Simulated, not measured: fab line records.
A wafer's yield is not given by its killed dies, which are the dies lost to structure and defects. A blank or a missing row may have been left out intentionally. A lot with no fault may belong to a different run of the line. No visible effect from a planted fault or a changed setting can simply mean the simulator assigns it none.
Chamber matching | flow n5-finfet | rie-diel-01 running N5_DUMMY_GATE_ETCH_42: 4 sister chambers
The step etches SiO2 in CHF3/O2, target depth 3.5 nm, time 31 s. 16 wafers are shown with their chamber, then 8 later ones without.

## WAFERS PAIRED WITH THEIR CHAMBERS
wafer  | chamber | throttle-valve-pct (%) | drypump-motor-current-A (A) | oes-product-au (a.u.)
L074.2 | 1       | 18.52                  | 5.9                         | 0.94
L074.3 | 2       | 19.10                  | 6.1                         | 0.68
L074.4 | 3       | 18.72                  | 6.7                         | 0.78
L075.3 | 2       | 19.10                  | 6.1                         | 0.68
L075.4 | 0       | 19.01                  | 6.1                         | 0.69
L075.5 | 3       | 18.71                  | 6.7                         | 0.77
L077.1 | 3       | 18.73                  | 6.7                         | 0.79
L077.4 | 1       | 18.54                  | 5.9                         | 0.94
L077.6 | 0       | 19.01                  | 6.1                         | 0.70
L078.3 | 1       | 18.54                  | 5.9                         | 0.94
L078.5 | 3       | 18.73                  | 6.7                         | 0.78
L078.6 | 0       | 19.02                  | 6.1                         | 0.69
L085.1 | 3       | 18.73                  | 6.7                         | 0.77
L085.3 | 1       | 18.57                  | 5.8                         | 0.90
L085.5 | 1       | 18.57                  | 5.9                         | 0.91
L086.1 | 3       | 18.76                  | 6.6                         | 0.76

SIGNATURES (means of the wafers above)
reading                 | chamber 0 | chamber 1 | chamber 2 | chamber 3 | scatter within a chamber
throttle-valve-pct      | 19.0133   | 18.5480   | 19.1000   | 18.7300   | 0.0167
drypump-motor-current-A | 6.100     | 5.880     | 6.100     | 6.683     | 0.0369
oes-product-au          | 0.6933    | 0.9260    | 0.6800    | 0.7750    | 0.0133
Rule: for each reading, subtract the chamber's mean from the wafer's reading, divide by that reading's scatter and square the result; add these up over the readings and take the root, which gives the wafer's distance from the chamber. If the next closest chamber is less than 2 further off than the closest, the wafer can't be placed; otherwise it belongs to the closest. The scatter: the root of (the sum of the squares of (reading less its chamber's mean) over the shown wafers, divided by (wafers less chambers)).

## WAFERS WHOSE CHAMBER IS MISSING
wafer  | throttle-valve-pct (%) | drypump-motor-current-A (A) | oes-product-au (a.u.)
L086.2 | 19.12                  | 6.0                         | 0.66
L086.3 | 18.56                  | 5.9                         | 0.90
L091.2 | 18.62                  | 6.1                         | 0.97
L091.3 | 18.76                  | 6.7                         | 0.76
L091.6 | 18.61                  | 6.1                         | 0.96
L092.2 | 18.78                  | 6.7                         | 0.75
L092.3 | 18.62                  | 6.1                         | 0.95
L092.4 | 18.78                  | 6.7                         | 0.76

## WHICH CHAMBER EACH WENT THROUGH
wafer  | from the rows above | in truth
L086.2 | 2                   | 2
L086.3 | 1                   | 1
L091.2 | 1                   | 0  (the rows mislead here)
L091.3 | 3                   | 3
L091.6 | 1                   | 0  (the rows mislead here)
L092.2 | 3                   | 3
L092.3 | 1                   | 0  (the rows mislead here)
L092.4 | 3                   | 3
5 of 8 placed correctly. Can't be placed from these rows: 0. Wrongly placed: 3.
